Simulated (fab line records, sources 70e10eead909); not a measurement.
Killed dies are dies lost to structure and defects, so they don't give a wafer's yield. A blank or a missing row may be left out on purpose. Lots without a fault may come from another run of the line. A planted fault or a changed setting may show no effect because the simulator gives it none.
A struck lot beside a sound one | flow nand_harc | 23 steps out of a route of 1302
Sound: wafers L991.1, L991.5, L991.6. Struck: wafers L101.2, L101.5, L101.6. The cause comes at the end.
At each step with rows: each side's tool, then ch and its chambers, then its first start. Under that, the readings that differ: sound wafers | struck wafers | difference of the means | sigmas: that difference in standard deviations of wafers without a fault.
alike: readings whose means differ by less than 2 such deviations, and words and numbers that are the same on both sides. not compared: withheld readings, readings that some wafer has no value for, bounds like >300 that may hide the same value, and numbers for which the record gives no deviation and whose values overlap.
The two part at a step that has a row with sigmas, a row that says differs or no value, or rows on one side only. Numbers that don't overlap but have no deviation are shown without sigmas and don't part them. A reading that every wafer of one side lacks parts them only if that side has two wafers or more.

NHARC_P_CONTACT_DEP_30: deposits SiNx, target thk 30 nm.
  sound on pecvd-04 ch 0,1, day 6 02:04; struck on pecvd-04 ch 0,1,2, day 9 19:53
  alike: heater_power_w
NHARC_P_CONTACT_DEP_00: deposits SiO2, target thk 500 nm.
  sound on pecvd-04 ch 0,1; struck on pecvd-04 ch 0,1,2
  alike: heater_power_w, throttle_valve_pct
NHARC_P_CONTACT_CMP_01: polishes SiO2, target thk 200 nm.
  sound on cmp-03 ch 0,3, day 6 02:43; struck on cmp-02 ch 0,2,3, day 9 20:37
  alike: motor_current_A
then, 8 steps without rows for these wafers: NHARC_P_CONTACT_SRD_03; NHARC_P_CONTACT_DEHYDRATE_04 (time 120 s); NHARC_P_CONTACT_HMDS_05 (time 30 s); NHARC_P_CONTACT_COAT_33 (time 75 s); NHARC_P_CONTACT_COAT_34 (time 65 s); NHARC_P_CONTACT_COAT_06 (resist thk 90 nm); NHARC_P_CONTACT_SOFTBAKE_07 (time 55 s); NHARC_P_CONTACT_EBR_08.
NHARC_P_CONTACT_EXPOSE_09: exposes mask P CA, target cd 90 nm.
  sound on arfi_scanner-02 ch 0, day 6 03:25; struck on arfi_scanner-01 ch 0, day 9 21:16
  reading | sound                | struck                        | difference | sigmas
  mask    | P_CA#0 P_CA#0 P_CA#0 | P_CA_R1#0 P_CA_R1#0 P_CA_R1#0 | differs    |
then, 2 steps without rows for these wafers: NHARC_P_CONTACT_PEB_10 (peb time 65 s); NHARC_P_CONTACT_DEVELOP_11 (develop time 35 s).
NHARC_P_CONTACT_CD_MEAS_12: target cd 90 nm.
  sound on cd_sem-03 ch 0, day 6 03:33; struck on cd_sem-02 ch 0, day 9 21:23
  reading    | sound          | struck         | difference | sigmas
  cd_nm (nm) | 90.1 90.2 90.3 | 87.8 87.0 88.3 | -2.5       | -3
NHARC_P_CONTACT_OVL_MEAS_13:
  sound on overlay-02, day 6 03:38; struck on overlay-02, day 9 21:29
  reading           | sound          | struck      | difference | sigmas
  overlay_y_nm (nm) | -1.3 -1.1 -1.8 | 0.7 0.2 0.2 | +1.8       | +2
  alike: overlay_x_nm
NHARC_P_CONTACT_INSPECT_14:
  sound on defect_inspect-02, day 6 03:41; struck on defect_inspect-01, day 9 21:31
  alike: raw_defect_count
NHARC_P_CONTACT_DESCUM_17: chemistry O2, time 3 s.
  sound on rie_diel-08 ch 2,3, day 6 03:45; struck on rie_diel-05 ch 0,1,3, day 9 21:35
  reading                    | sound             | struck           | difference | sigmas
  model.P_CONTACT.cd_nm (nm) | 90.65 91.47 90.63 | 87.7 87.06 88.56 | -3.1       |
  alike: drypump_motor_current_A, mfc_ar_sccm, oes_product_au, rf_vpp_V, showerhead_plenum_p_Torr, throttle_valve_pct
  not compared: rf_hours_counter_h
NHARC_P_CONTACT_ETCH_35: etches the open film in CF4, target depth 39 nm, time 65 s.
  sound on rie_diel-08 ch 0,3, day 6 03:49; struck on rie_diel-05 ch 0,1,2, day 9 21:40
  alike: drypump_motor_current_A, mfc_ar_sccm, oes_product_au, rf_vpp_V, showerhead_plenum_p_Torr, throttle_valve_pct
  not compared: rf_hours_counter_h
NHARC_P_CONTACT_ETCH_36: etches the open film in N2/H2, target depth 260 nm, time 406.25 s.
  sound on rie_diel-08 ch 0,1,2; struck on rie_diel-05 ch 0,1,3
  alike: drypump_motor_current_A, mfc_ar_sccm, oes_product_au, rf_vpp_V, showerhead_plenum_p_Torr, throttle_valve_pct
  not compared: rf_hours_counter_h
NHARC_P_CONTACT_ETCH_18: etches the open film in C4F8/O2/Ar, target depth 481 nm, time 240.5 s.
  sound on rie_diel-08 ch 0,3; struck on rie_diel-05 ch 1,2
  reading                    | sound             | struck            | difference | sigmas
  model.P_CONTACT.cd_nm (nm) | 92.83 91.39 89.28 | 85.87 85.47 88.42 | -4.58      |
  alike: oes_product_au, rf_vpp_V
  not compared: rf_hours_counter_h
then, 1 step without rows for these wafers: NHARC_P_CONTACT_STRIP_37 (strips in C4F8/O2/Ar).
-- the record jumps here: 18 days lie between the struck wafers' starts before and after (it left off in module P_CONTACT and takes up again in module END, whose first step shown is number 1302 of the route) --
NHARC_END_SORT_01:
  sound on prober-01 ch 0, day 25 01:20; struck on prober-02 ch 0, day 28 07:50
  reading             | sound | struck | difference | sigmas
  killed_at_periphery | 8 4 5 | 0      | -6         | -2
  alike: killed_at_array, killed_at_other, killed_dies, killed_open, killed_short

WHERE THEY PART
First at NHARC_P_CONTACT_EXPOSE_09; last, within this record, at NHARC_END_SORT_01.

WHY: what the simulator had put in
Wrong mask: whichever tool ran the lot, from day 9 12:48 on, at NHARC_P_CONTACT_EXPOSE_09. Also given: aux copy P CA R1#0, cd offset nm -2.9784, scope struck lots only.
